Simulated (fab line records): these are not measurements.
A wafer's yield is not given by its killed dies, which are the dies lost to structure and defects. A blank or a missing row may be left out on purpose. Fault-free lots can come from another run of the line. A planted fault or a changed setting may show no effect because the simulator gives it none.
A lot that was struck, set against a sound lot -- flow n5-finfet -- 38 steps out of a route of 1938
Sound: wafers L831.3, L831.4, L831.5. Struck: wafer L817.1 (left out: L817.2, L817.5 of the same lot, which were not struck); the cause appears at the end.
Order at every step that has rows: each side's tool, ch and its chambers, its first start. Under that, the readings that differ: sound wafers -- struck wafers -- difference of the means -- sigmas: that difference in standard deviations of wafers without a fault.
alike: words and numbers the same on both sides, and readings whose means are apart by under 2 such deviations; not compared: readings that were withheld, readings missing a value for some wafer, numbers with overlapping values and no deviation given by the record, and bounds like >300 which may hide the same value.
Wherever a step has rows on one side only, a row that says differs or no value, or a row with sigmas, the two part there. Numbers that have no deviation but don't overlap get no sigmas and don't part them. A reading that every wafer of one side lacks parts them only if that side has two wafers or more.

first, 10 steps without rows for these wafers: N5_STI_FIN_REVEAL_PRECLEAN_18 (cleans in SC2, time 45 s); N5_STI_FIN_REVEAL_SRD_28 (time 30 s); N5_DUMMY_GATE_PRECLEAN_00 (cleans in O3/DIW, time 60 s); N5_DUMMY_GATE_SRD_01 (time 30 s); N5_DUMMY_GATE_ALD_02 (deposits SiO2, target thk 2 nm, pulse time 1 s); N5_DUMMY_GATE_CVD_03 (deposits a-Si from SiH4, target thk 150 nm, time 8042 s); N5_DUMMY_GATE_PRECLEAN_46 (cleans in DIW, time 89.5 s); N5_DUMMY_GATE_SRD_47 (dry time 32 s); N5_DUMMY_GATE_CMP_04 (polishes a-Si); N5_DUMMY_GATE_HM_DEP_06 (deposits SiNx from DCS/NH3, target thk 80 nm, time 5141 s).
N5_DUMMY_GATE_PECVD_30: deposits SiO2 from TEOS/O2, target thk 55 nm, time 10.8 s.
  sound on pecvd-04 ch 0,2, day 7 17:25; struck on pecvd-02 ch 0, day 4 05:18
  not compared: since-wet-clean-h
then, 24 steps without rows for these wafers: N5_DUMMY_GATE_COAT_34 (time 60 s, resist thk 60 nm); N5_DUMMY_GATE_COAT_35 (time 60 s, resist thk 10 nm); N5_DUMMY_GATE_COAT_28 (time 60 s, resist thk 10 nm); N5_DUMMY_GATE_COAT_09 (resist thk 30 nm); N5_DUMMY_GATE_EBR_11; N5_DUMMY_GATE_SOFTBAKE_10 (time 60 s); N5_DUMMY_GATE_EXPOSE_12 (exposes mask GATE, target cd 25 nm); N5_DUMMY_GATE_PEB_13 (peb time 60 s); N5_DUMMY_GATE_DEVELOP_14 (develop time 30 s); N5_DUMMY_GATE_DESCUM_20 (chemistry O2, time 6.2 s); N5_DUMMY_GATE_ETCH_29 (etches underlayer in N2/H2, target depth 13 nm); N5_DUMMY_GATE_ETCH_36 (etches SiARC in CF4, target depth 13 nm); N5_DUMMY_GATE_ETCH_37 (etches SOC in N2/H2, target depth 60 nm, overetch 30 nm); N5_DUMMY_GATE_STRIP_38 (strips in N2/H2); N5_DUMMY_GATE_STRIP_39 (strips in N2/H2); N5_DUMMY_GATE_TRIM_49 (chemistry O2, time 29 s, target cd 14 nm); N5_DUMMY_GATE_STRIP_40 (strips in CF4); N5_DUMMY_GATE_ETCH_31 (etches SiO2 in C4F6/O2, target depth 82.5 nm, time 27.5 s); N5_DUMMY_GATE_STRIP_41 (strips in O2); N5_DUMMY_GATE_HM_OPEN_21 (chemistry CH3F/O2, target SiNx, target depth 120 nm, time 171.4 s); N5_DUMMY_GATE_ETCH_32 (etches SiO2 in CF4, target depth 3.5 nm, time 3.9 s); N5_DUMMY_GATE_ETCH_23 (etches poly-Si in HBr/Cl2/O2, target depth 41 nm, time 22.3 s); N5_DUMMY_GATE_ETCH_44 (etches poly-Si in HBr/O2, stops on SiO2, target depth 127.5 nm); N5_DUMMY_GATE_ETCH_42 (etches SiO2 in CHF3/O2, target depth 3.5 nm, time 31 s).
N5_SD_EPI_N_INSPECT_11: inspects for defects (macro).
  sound: defect-inspect-01 at day 7 20:07; struck: defect-inspect-02 at day 4 08:11
reading,sound,struck,difference,sigmas
raw-defect-count,1 2 4,17,+15,+10
-- the record jumps here: 5 days lie between the struck wafers' starts before and after (it left off in module SD_EPI_N and takes up again in module BEOL_M4, whose first step shown is number 1111 of the route) --
N5_BEOL_M4_RC_MEAS_101:
  sound on prober-02 ch 0, day 13 20:35; struck on prober-02 ch 0, day 9 05:48
  alike: DIBL_N, DIBL_P, IOFF_N, IOFF_P, ION_N, ION_P, SS_N, SS_P, VT_N, VT_P
-- record jumps: 5 days separate the struck wafers' starts on either side; left off in module BEOL_M4, taken up again in module PASSIVATION, whose first shown step is the route's number 1936 --
N5_PASSIVATION_PROBE_49:
  sound: prober-01 at day 18 17:23; struck: prober-01 at day 14 01:56
reading,sound,struck,difference,sigmas
killed_at_M0_to_M3,30 32 42,63,+28,+3
  alike: defect-limited-yield, killed_at_M4_up, killed-at-contacts, killed-at-front-end, killed-at-other, killed-dies, killed-on-rim, killed-open, killed-short, sort_bin_5_function, sort_bin_6_memory, sort-n-pass, sort-yield-pct

== WHERE THEY PART ==
At N5_SD_EPI_N_INSPECT_11 first; at N5_PASSIVATION_PROBE_49 last (within this record only).

WHY: what had been put in by the simulator
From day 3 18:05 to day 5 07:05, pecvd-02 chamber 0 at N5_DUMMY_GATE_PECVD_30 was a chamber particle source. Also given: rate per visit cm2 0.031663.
